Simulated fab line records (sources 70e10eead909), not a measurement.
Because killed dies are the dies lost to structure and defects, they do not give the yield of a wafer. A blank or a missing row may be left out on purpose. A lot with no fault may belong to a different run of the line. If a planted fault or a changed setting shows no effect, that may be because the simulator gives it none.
fab line records	flow nandHarc	part 1 of 2: steps 1 to 22 of 35
[record] lots = 5	wafers = 15	lastDay = 31
route steps=1302 shown A_CHANNEL_FILL_D1@495 A_DECK1_JOINT@518
lots that met no fault: from a run of the same line without faults
startH: hours from the record's first day to the start of the lot's first wafer shown	waitH: hours since the lot's step before	" identical to the entry in the row above	L1.1+2: one row covering several wafers at once	- no value, or no start was given	* or withheld: withheld	< > ~ a bound
route shown NAME@n: a module of which the file shows steps, and the number in the route of the first	usual: average and standard deviation across the fault-free wafers	same: alike in all rows	chamber/n: place in a boat	sites: each site's reading	_std_site: standard deviation of those values	_edge_site: outer sites' mean less inner sites'	radiusMm: how far each site lies from the wafer's centre	mask NAME#n: copy n	behind: the last tool/chamber to shape the wafer	hold: what put the lot on hold/how long, in hours/how the hold closed	device: the transistor (n, p or np) that didn't switch	end of line: the tests these same wafers got at the end of their route	a step with no rows: only its recipe	killed: at the first sort, the dies lost to defects and structure; wafer yield is something else	map: per-die view of a wafer (x killed, . not killed, _ where there is no die)
set.NAME: the run value of the setting; set.NAME@STEP: its run value at that earlier step	model.NAME: the simulator's own value behind a step, which no gauge read
a table for each step, a row for each wafer; lots at some steps of the route
services: when a tool's chamber went out of use (startH, in hours from the record's first day, below 0 if earlier), for how many hours, and the reason
[[steps]]
[step NHARC_A_CHANNEL_FILL_D1_ALD_15]
[recipe] targetThkA = 20	pulseTimeS = 60	aldCycles = 19	tempC = 630	pressureTorr = 2	material = SiNx
[usual] precursorPulseHeightRel = 1.000/0.019
lot.wafer	tool	chamber	startH	waitH	precursorPulseHeightRel
L074.1	aldSinBatch-02	0	-	-	1.022
L074.4	"	0	"	"	0.993
L074.6	"	0	"	"	1.002
L082.1	aldSinBatch-03	0	-	-	1.022
L082.3	"	0	"	"	1.014
L082.4	"	0	"	"	0.993
L085.1	aldSinBatch-01	0	-	-	0.962
L085.2	"	0	"	"	0.950
L085.6	"	0	"	"	1.009
L089.3	aldSinBatch-03	0	-	-	0.996
L089.4	"	0	"	"	0.990
L089.6	"	0	"	"	0.998
L093.1	aldSinBatch-03	0	-	-	0.995
L093.4	"	0	"	"	1.018
L093.6	"	0	"	"	1.022
[step NHARC_A_CHANNEL_FILL_D1_ALD_16]
[recipe] targetThkA = 15	pulseTimeS = 10	aldCycles = 15	tempC = 300	material = SiO2
[usual] heaterPowerW = 480/32	precursorPulseHeightRel = 0.997/0.021
lot.wafer	tool	chamber	startH	waitH	heaterPowerW	precursorPulseHeightRel
L074.1	aldHk-01	3	203.27	0.0	503	1.019
L074.4	"	0	"	"	444	1.009
L074.6	"	3	"	"	490	0.986
L082.1	aldHk-01	2	287.89	0.1	437	0.972
L082.4	"	3	"	"	521	1.001
L082.3	"	0	"	"	457	0.977
L085.1	aldHk-04	0	300.73	0.0	443	1.019
L085.2	"	1	"	"	473	0.970
L085.6	"	1	"	"	472	1.013
L089.4	aldHk-04	1	341.79	0.1	483	1.004
L089.3	"	3	"	"	520	1.007
L089.6	"	0	"	"	431	1.021
L093.4	aldHk-01	3	382.40	0.1	497	1.036
L093.1	"	0	"	"	463	1.026
L093.6	"	2	"	"	480	1.020
[step NHARC_A_CHANNEL_FILL_D1_ANNEAL_17]
[recipe] tempC = 850	timeS = 1800
[usual] tube_center_temp_C_max = 852.2/0.38	zonePowerBottomPct = 24.3/1.8
lot.wafer	tool	chamber	startH	waitH	tube_center_temp_C_max	zonePowerBottomPct
L074.1	furnace-03	0	210.55	-	852.7	23.4
L074.4	"	0	"	"	852.6	23.7
L074.6	"	0	"	"	851.8	23.4
L082.1	furnace-03	0	291.10	-	852.7	23.6
L082.3	"	0	"	"	851.6	23.7
L082.4	"	0	"	"	852.8	23.5
L085.1	furnace-04	0	304.04	-	851.8	22.4
L085.2	"	0	"	"	852.0	22.1
L085.6	"	0	"	"	852.4	22.6
L089.3	furnace-02	0	345.10	3.2	852.3	27.0
L089.4	"	0	"	"	852.3	26.7
L089.6	"	0	"	"	851.8	27.2
L093.1	furnace-02	0	385.75	-	851.8	26.8
L093.4	"	0	"	"	852.1	27.4
L093.6	"	0	"	"	852.4	26.6
[step NHARC_A_CHANNEL_FILL_D1_CVD_18]
[recipe] targetThkA = 30	tempC = 550	material = poly-Si
[usual] zonePowerBottomPct = 11.7/0.82
lot.wafer	tool	chamber	startH	waitH	zonePowerBottomPct
L074.1	lpcvdPoly-03	0	218.05	-	11.1
L074.4	"	0	"	"	10.9
L074.6	"	0	"	"	11.0
L082.1	lpcvdPoly-03	0	297.74	-	10.9
L082.3	"	0	"	"	11.1
L082.4	"	0	"	"	10.9
L085.1	lpcvdPoly-02	0	310.45	-	13.0
L085.2	"	0	"	"	12.8
L085.6	"	0	"	"	13.0
L089.3	lpcvdPoly-03	0	351.67	-	10.9
L089.4	"	0	"	"	10.9
L089.6	"	0	"	"	11.0
L093.1	lpcvdPoly-02	0	392.09	-	12.6
L093.4	"	0	"	"	13.3
L093.6	"	0	"	"	13.2
[step NHARC_A_CHANNEL_FILL_D1_ETCHBACK_19]
[recipe] targetDepthA = 50	timeS = 1.7	hbrFlowSccm = 150	cl2FlowSccm = 50	rfW = 400	icpW = 400	biasW = 100	chemistry = HBr/Cl2
[usual] drypumpMotorCurrentA = 5.6/0.45	oesProductAu = 1.001/0.01	rfFwdPowerW = 390.4/1.3	throttleValvePct = 26.405/0.0089
lot.wafer	tool	chamber	startH	waitH	drypumpMotorCurrentA	oesProductAu	rfFwdPowerW	rfHoursCounterH	throttleValvePct
L074.1	rieSi-03	2	220.11	0.4	5.9	0.997	392.5	0.9	26.393
L074.4	"	0	"	"	5.1	1.001	392.0	-	26.409
L074.6	"	1	"	"	5.6	1.011	390.4	-	26.404
L082.3	rieSi-04	0	299.83	0.4	6.0	0.991	390.3	0.8	26.410
L082.1	"	1	"	"	5.5	1.012	389.5	0.8	26.401
L082.4	"	2	"	"	6.5	1.001	389.5	0.7	26.401
L085.2	rieSi-06	3	312.54	0.4	5.0	1.001	391.3	0.3	26.422
L085.1	"	2	"	"	6.1	1.010	389.2	0.4	26.391
L085.6	"	0	"	"	5.9	1.027	389.5	-	26.409
L089.4	rieSi-06	3	353.74	0.4	5.0	1.014	390.0	0.7	26.406
L089.3	"	1	"	"	5.3	0.986	389.8	0.8	26.413
L089.6	"	3	"	"	5.0	1.006	389.0	-	26.407
L093.4	rieSi-06	3	394.17	0.4	5.0	1.007	390.2	0.9	26.408
L093.1	"	0	"	"	5.9	1.015	390.9	0.8	26.415
L093.6	"	2	"	"	6.0	0.993	391.6	-	26.392
[step NHARC_A_CHANNEL_FILL_D1_ETCHBACK_20]
[recipe] targetDepthA = 270	timeS = 13.5	c4f8FlowSccm = withheld	o2FlowSccm = 8	arFlowSccm = withheld	rfW = 600	biasW = 1500	chemistry = C4F8/O2/Ar
[usual] oesProductAu = 0.98/0.037	rfFwdPowerW = 587/3.1	rfVppV = 978/7.5
lot.wafer	tool	chamber	startH	waitH	oesProductAu	rfFwdPowerW	rfHoursCounterH	rfVppV
L074.1	rieDiel-13	0	220.26	-	1.01	587	3.7	989
L074.4	"	1	"	"	1.02	586	2.7	969
L074.6	"	1	"	"	1.00	587	-	969
L082.4	rieDiel-08	1	299.99	-	0.92	593	4.5	989
L082.3	"	2	"	"	0.94	596	4.7	984
L082.1	"	3	"	"	0.94	586	5.1	968
L085.1	rieDiel-13	3	312.67	-	1.00	586	9.0	975
L085.2	"	1	"	"	0.99	585	7.8	967
L085.6	"	0	"	"	1.00	586	-	989
L089.3	rieDiel-13	1	353.88	-	1.00	585	0.1	969
L089.4	"	3	"	"	1.01	583	0.2	977
L089.6	"	1	"	"	1.00	587	-	969
L093.4	rieDiel-09	0	394.27	-	1.00	592	4.6	986
L093.1	"	3	"	"	0.99	583	4.0	980
L093.6	"	1	"	"	1.00	586	-	979
[step NHARC_A_CHANNEL_FILL_D1_STRIP_28]
[recipe] timeS = 20	o2FlowSccm = 500	arFlowSccm = 0	biasW = 0	chemistry = O2
[usual] drypumpMotorCurrentA = 5.7/0.52	oesProductAu = 1.002/0.01	rfVppV = 57.7/0.99	showerheadPlenumPTorr = 3.50/0.18	throttleValvePct = 17.036/0.0097
lot.wafer	tool	chamber	startH	waitH	drypumpMotorCurrentA	oesProductAu	rfHoursCounterH	rfVppV	showerheadPlenumPTorr	throttleValvePct
L074.4	rieDiel-13	2	220.36	0.1	5.0	0.993	2.6	58.2	3.38	17.039
L074.1	"	3	"	"	5.4	1.004	3.6	56.7	3.45	17.022
L074.6	"	0	"	"	6.2	1.005	-	57.2	3.78	17.042
L082.1	rieDiel-08	3	300.08	0.1	6.7	1.013	5.1	56.8	3.31	17.031
L082.3	"	0	"	"	5.1	1.004	4.8	56.7	3.33	17.040
L082.4	"	1	"	"	6.0	1.005	4.5	58.8	3.79	17.026
L085.2	rieDiel-13	2	312.76	0.1	5.0	0.992	8.1	57.9	3.38	17.037
L085.1	"	0	"	"	6.3	0.992	7.2	58.8	3.78	17.043
L085.6	"	1	"	"	5.6	1.002	-	56.1	3.30	17.034
L089.3	rieDiel-13	0	353.97	0.1	6.2	0.985	0.2	57.4	3.78	17.021
L089.4	"	1	"	"	5.6	1.005	0.1	58.9	3.30	17.047
L089.6	"	2	"	"	5.0	0.993	-	59.5	3.38	17.030
L093.1	rieDiel-09	2	394.36	0.1	5.3	0.992	4.2	57.7	3.68	17.038
L093.4	"	0	"	"	5.6	1.002	4.6	57.3	3.69	17.034
L093.6	"	2	"	"	5.3	0.983	-	57.9	3.68	17.026
[step NHARC_A_CHANNEL_FILL_D1_PRECLEAN_21]
[recipe] timeS = 30	chemistry = dHF
lot.wafer	tool	chamber	startH	waitH
L074.1+4+6	wetBench-09	0,1,3	220.46	-
L082.4+3+1	wetBench-09	7,0,2	300.19	-
L085.6+2+1	wetBench-03	0,2,5	312.85	-
L089.6+4+3	wetBench-03	5,7,0	354.07	-
L093.6+1+4	wetBench-06	6,0,1	394.46	-
[step NHARC_A_CHANNEL_FILL_D1_SRD_23]
lot.wafer	tool	chamber	startH	waitH
L074.1+4+6	wetBench-09	0,1,3	220.49	0.0
L082.4+3+1	wetBench-09	7,0,2	300.23	0.0
L085.6+2+1	wetBench-03	0,2,5	312.88	0.0
L089.6+4+3	wetBench-03	5,7,0	354.09	0.0
L093.6+1+4	wetBench-06	6,0,1	394.48	0.0
[step NHARC_A_CHANNEL_FILL_D1_CVD_05]
[recipe] targetThkA = 50	tempC = 550	material = poly-Si
[usual] zonePowerBottomPct = 12.1/0.82
lot.wafer	tool	chamber	startH	waitH	zonePowerBottomPct
L074.1	lpcvdPoly-03	0	224.16	3.7	10.8
L074.4	"	0	"	"	11.0
L074.6	"	0	"	"	11.0
L082.1	lpcvdPoly-03	0	302.68	2.4	11.0
L082.3	"	0	"	"	10.9
L082.4	"	0	"	"	11.0
L085.1	lpcvdPoly-01	0	315.22	2.3	11.7
L085.2	"	0	"	"	11.7
L085.6	"	0	"	"	11.9
L089.3	lpcvdPoly-02	0	356.36	2.3	13.0
L089.4	"	0	"	"	12.9
L089.6	"	0	"	"	13.1
L093.1	lpcvdPoly-02	0	398.02	3.5	13.1
L093.4	"	0	"	"	13.0
L093.6	"	0	"	"	12.9
[step NHARC_A_CHANNEL_FILL_D1_ANNEAL_22]
[recipe] tempC = 620	timeS = 7200
[usual] tube_center_temp_C_max = 621.63/0.27	zonePowerBottomPct = 12.9/0.92
lot.wafer	tool	chamber	startH	waitH	tube_center_temp_C_max	zonePowerBottomPct
L074.1	furnace-02	0	229.51	3.5	621.36	14.5
L074.4	"	0	"	"	622.00	14.4
L074.6	"	0	"	"	621.49	14.3
L082.1	furnace-02	0	307.99	3.5	621.39	14.5
L082.3	"	0	"	"	621.94	14.4
L082.4	"	0	"	"	621.52	14.3
L085.1	furnace-04	0	320.91	3.8	621.53	12.1
L085.2	"	0	"	"	621.49	12.1
L085.6	"	0	"	"	621.56	12.0
L089.3	furnace-04	0	361.58	3.4	621.85	11.9
L089.4	"	0	"	"	621.66	12.0
L089.6	"	0	"	"	621.50	12.1
L093.1	furnace-03	0	403.25	3.4	621.65	12.6
L093.4	"	0	"	"	621.52	12.7
L093.6	"	0	"	"	622.05	12.8
[step NHARC_A_CHANNEL_FILL_D1_ALD_25]
[recipe] targetThkA = 600	pulseTimeS = 10	aldCycles = 600	tempC = 300	material = SiOx
[usual] heaterPowerW = 475/35	precursorPulseHeightRel = 1.000/0.02
lot.wafer	tool	chamber	startH	waitH	heaterPowerW	precursorPulseHeightRel
L074.1	aldHk-04	3	233.60	0.1	527	1.002
L074.4	"	1	234.84	1.3	484	0.994
L074.6	"	3	236.09	2.5	520	1.009
L082.4	aldHk-01	0	312.39	0.3	469	0.956
L082.1	"	2	313.63	1.6	471	1.001
L082.3	"	3	"	"	476	1.011
L085.2	aldHk-02	0	324.98	0.1	447	0.996
L085.1	"	3	326.81	1.9	513	1.005
L085.6	"	1	328.04	3.1	462	1.022
L089.3	aldHk-04	3	366.25	0.7	515	1.011
L089.4	"	0	"	"	452	0.995
L089.6	"	2	368.11	2.5	437	0.994
L093.4	aldHk-04	3	408.51	1.2	520	0.996
L093.1	"	1	409.77	2.5	461	1.004
L093.6	"	0	411.65	4.4	437	0.982
[step NHARC_A_CHANNEL_FILL_D1_ETCHBACK_08]
[recipe] targetDepthA = 2200	timeS = 110	c4f8FlowSccm = 20	arFlowSccm = withheld	rfW = 600	biasW = 300	chemistry = C4F8
[usual] oesProductAu = 0.96/0.037	rfFwdPowerW = 596.5/2	rfVppV = 441/3.6
lot.wafer	tool	chamber	startH	waitH	oesProductAu	rfFwdPowerW	rfHoursCounterH	rfVppV
L074.1	rieDiel-08	3	-	-	1.01	594.1	2.5	436
L074.4	"	0	"	"	1.01	596.4	2.5	438
L074.6	"	2	"	"	1.01	597.2	-	443
L082.1	rieDiel-13	0	-	-	0.93	598.3	7.4	445
L082.3	"	1	"	"	0.92	597.7	7.9	438
L082.4	"	3	"	"	0.94	595.2	9.2	441
L085.2	rieDiel-08	0	-	-	1.01	594.0	6.5	437
L085.1	"	3	"	"	1.01	592.8	7.2	436
L085.6	"	1	"	"	1.00	596.6	-	446
L089.4	rieDiel-09	0	-	-	1.02	595.1	3.0	445
L089.3	"	1	"	"	1.00	597.5	2.7	441
L089.6	"	0	"	"	1.01	596.2	-	443
L093.1	rieDiel-09	0	-	-	0.95	599.8	4.9	443
L093.4	"	1	"	"	0.92	594.1	5.1	441
L093.6	"	3	"	"	0.92	595.9	-	442
[step NHARC_A_CHANNEL_FILL_D1_STRIP_29]
[recipe] timeS = 20	o2FlowSccm = 500	arFlowSccm = 0	biasW = 0	chemistry = O2
[usual] drypumpMotorCurrentA = 5.8/0.54	oesProductAu = 1.003/0.011	rfVppV = 57.6/0.98	showerheadPlenumPTorr = 3.52/0.19	throttleValvePct = 17.037/0.0097
lot.wafer	tool	chamber	startH	waitH	drypumpMotorCurrentA	oesProductAu	rfHoursCounterH	rfVppV	showerheadPlenumPTorr	throttleValvePct
L074.4	rieDiel-08	0	-	-	5.1	1.015	2.5	57.2	3.33	17.034
L074.1	"	2	"	"	6.0	1.012	2.1	58.7	3.65	17.069
L074.6	"	3	"	"	6.7	1.014	-	56.6	3.31	17.030
L082.1	rieDiel-13	3	-	-	5.4	1.014	9.2	58.4	3.44	17.050
L082.4	"	0	"	"	6.2	1.005	7.5	58.2	3.78	17.027
L082.3	"	1	"	"	5.6	1.007	7.9	58.1	3.30	17.030
L085.2	rieDiel-08	3	-	-	6.7	1.018	7.2	57.6	3.31	17.040
L085.1	"	0	"	"	5.1	1.010	6.6	56.5	3.33	17.029
L085.6	"	3	"	"	6.7	1.018	-	56.1	3.31	17.038
L089.4	rieDiel-09	1	-	-	5.4	1.000	2.8	58.0	3.55	17.023
L089.3	"	2	"	"	5.4	0.982	2.1	57.0	3.68	17.035
L089.6	"	0	"	"	5.6	1.011	-	57.8	3.69	17.039
L093.1	rieDiel-09	2	-	-	5.3	0.988	4.8	58.4	3.68	17.042
L093.4	"	0	"	"	5.7	1.012	4.9	59.0	3.69	17.034
L093.6	"	2	"	"	5.3	0.985	-	58.0	3.68	17.043
[step NHARC_A_CHANNEL_FILL_D1_PRECLEAN_30]
[recipe] timeS = 30	chemistry = dHF
lot.wafer	tool	chamber	startH	waitH
L074.6+4+1	wetBench-03	1,2,3	239.44	-
L082.3+4+1	wetBench-09	5,7,0	318.21	-
L085.2+1+6	wetBench-06	1,2,4	330.76	-
L089.6+4+3	wetBench-09	5,7,2	371.45	-
L093.1+6+4	wetBench-03	7,0,1	414.39	-
[step NHARC_A_CHANNEL_FILL_D1_SRD_31]
lot.wafer	tool	chamber	startH	waitH
L074.6+4+1	wetBench-03	1,2,3	239.47	0.0
L082.3+4+1	wetBench-09	5,7,0	318.23	0.0
L085.2+1+6	wetBench-06	1,2,4	330.78	0.0
L089.6+4+3	wetBench-09	5,7,2	371.47	0.0
L093.1+6+4	wetBench-03	7,0,1	414.41	0.0
[step NHARC_A_CHANNEL_FILL_D1_CVD_09]
[recipe] targetThkA = 1500	tempC = 620	pressureMtorr = 200	timeS = 3000	material = poly-Si
[usual] zonePowerBottomPct = 14.7/0.94
lot.wafer	tool	chamber	startH	waitH	zonePowerBottomPct
L074.1	lpcvdPoly-01	0	241.81	2.3	14.4
L074.4	"	0	"	"	14.6
L074.6	"	0	"	"	14.5
L082.1	lpcvdPoly-01	0	320.57	2.3	14.5
L082.3	"	0	"	"	14.5
L082.4	"	0	"	"	14.3
L085.1	lpcvdPoly-01	0	331.22	0.4	14.6
L085.2	"	0	"	"	14.4
L085.6	"	0	"	"	14.6
L089.3	lpcvdPoly-01	0	373.86	2.4	14.4
L089.4	"	0	"	"	14.5
L089.6	"	0	"	"	14.4
L093.1	lpcvdPoly-03	0	415.60	1.2	13.9
L093.4	"	0	"	"	13.6
L093.6	"	0	"	"	13.7
[step NHARC_A_CHANNEL_FILL_D1_CMP_10]
[recipe] targetThkNm = 150
[usual] motorCurrentA = 11.3/1.2	retainingRingPressureFrac = 1.000/0.0047	slurryFilterDpKPa = 13.49/0.14	timeToEndpointS = 15.0/2.2
lot.wafer	tool	chamber	startH	waitH	motorCurrentA	retainingRingPressureFrac	slurryFilterDpKPa	timeToEndpointS
L074.1	cmp-04	3	245.04	0.4	9.8	0.995	13.65	17.6
L074.4	"	1	"	"	11.4	0.998	13.69	16.8
L074.6	"	3	"	"	10.3	0.992	13.54	14.0
L082.3	cmp-02	1	323.79	0.4	12.1	0.999	13.36	12.4
L082.4	"	2	"	"	11.3	0.993	13.71	12.3
L082.1	"	3	"	"	9.7	0.994	13.43	14.5
L085.2	cmp-04	0	334.41	0.4	13.1	1.004	13.51	19.3
L085.1	"	2	"	"	10.0	0.997	13.47	18.7
L085.6	"	0	"	"	12.2	0.999	13.16	16.3
L089.4	cmp-01	3	377.07	0.4	11.1	0.996	13.50	15.3
L089.3	"	0	"	"	11.5	0.999	13.25	15.8
L089.6	"	3	"	"	11.9	0.998	13.75	15.4
L093.1	cmp-01	3	418.73	0.4	11.2	1.002	13.66	18.4
L093.4	"	0	"	"	10.5	1.003	13.71	19.7
L093.6	"	3	"	"	11.6	0.993	13.27	15.9
[step NHARC_A_CHANNEL_FILL_D1_SRD_12]
lot.wafer	tool	chamber	startH	waitH
L074.1+6+4	wetBench-06	4,5,7	245.32	0.0
L082.4+3+1	wetBench-06	6,7,0	324.06	0.0
L085.1+2+6	wetBench-06	5,6,7	334.70	0.1
L089.3+6+4	wetBench-09	4,5,6	377.35	0.0
L093.4+1+6	wetBench-06	4,5,6	419.01	0.0
[step NHARC_A_CHANNEL_FILL_D1_INSPECT_13]
[usual] rawDefectCount = 293/110
lot.wafer	tool	chamber	startH	waitH	rawDefectCount
L074.1	defectInspect-02	-	245.42	0.0	139
L074.4	"	-	"	"	241
L074.6	"	-	"	"	122
L082.1	defectInspect-01	-	324.17	0.0	348
L082.3	"	-	"	"	281
L082.4	"	-	"	"	360
L085.1	defectInspect-02	-	334.80	0.0	324
L085.2	"	-	"	"	276
L085.6	"	-	"	"	360
L089.3	defectInspect-02	-	377.46	0.0	352
L089.4	"	-	"	"	471
L089.6	"	-	"	"	399
L093.1	defectInspect-01	-	419.12	0.0	354
L093.4	"	-	"	"	234
L093.6	"	-	"	"	176
[step NHARC_A_DECK1_JOINT_ETCHBACK_07]
[recipe] targetDepthA = 1050	timeS = 26.9	hbrFlowSccm = 150	rfW = 350	icpW = 350	biasW = 60	chemistry = HBr
[usual] drypumpMotorCurrentA = 5.9/0.49	oesProductAu = 0.999/0.01	rfFwdPowerW = 343.7/2.1	throttleValvePct = 23.265/0.0089
lot.wafer	tool	chamber	startH	waitH	drypumpMotorCurrentA	oesProductAu	rfFwdPowerW	rfHoursCounterH	throttleValvePct
L074.4	rieSi-02	0	245.51	0.1	5.4	0.998	340.1	0.8	23.258
L074.1	"	1	"	"	5.2	0.973	342.8	0.9	23.267
L074.6	"	3	"	"	6.8	1.001	342.3	-	23.272
L082.3	rieSi-02	2	324.25	0.1	5.6	1.002	344.5	0.1	23.252
L082.1	"	3	"	"	6.8	0.983	342.7	0.2	23.273
L082.4	"	0	"	"	5.4	1.012	342.3	0.3	23.266
L085.1	rieSi-01	0	334.88	0.1	5.9	1.016	341.6	0.8	23.263
L085.2	"	2	"	"	5.4	1.006	344.1	0.9	23.260
L085.6	"	3	"	"	6.5	1.002	342.9	-	23.285
L089.3	rieSi-02	1	377.52	0.1	5.2	0.989	342.8	0.7	23.264
L089.4	"	3	"	"	6.8	0.995	341.0	0.6	23.282
L089.6	"	2	"	"	5.6	0.999	344.0	-	23.264
L093.4	rieSi-01	3	419.19	0.1	6.4	0.997	342.1	0.2	23.281
L093.1	"	0	"	"	5.9	1.002	343.7	0.1	23.264
L093.6	"	3	"	"	6.4	0.997	343.2	-	23.262
[step NHARC_A_DECK1_JOINT_ETCH_25]
[recipe] targetDepthA = 5	chemistry = dHF	material = SiO2
lot.wafer	tool	chamber	startH	waitH
L074.6+4+1	wetBench-07	4,5,7	245.64	0.1
L082.4+3+1	wetBench-02	5,6,7	324.39	0.1
L085.2+1+6	wetBench-01	3,4,5	335.01	0.1
L089.3+4+6	wetBench-02	3,4,5	377.67	0.1
L093.4+6+1	wetBench-02	4,6,0	419.33	0.1
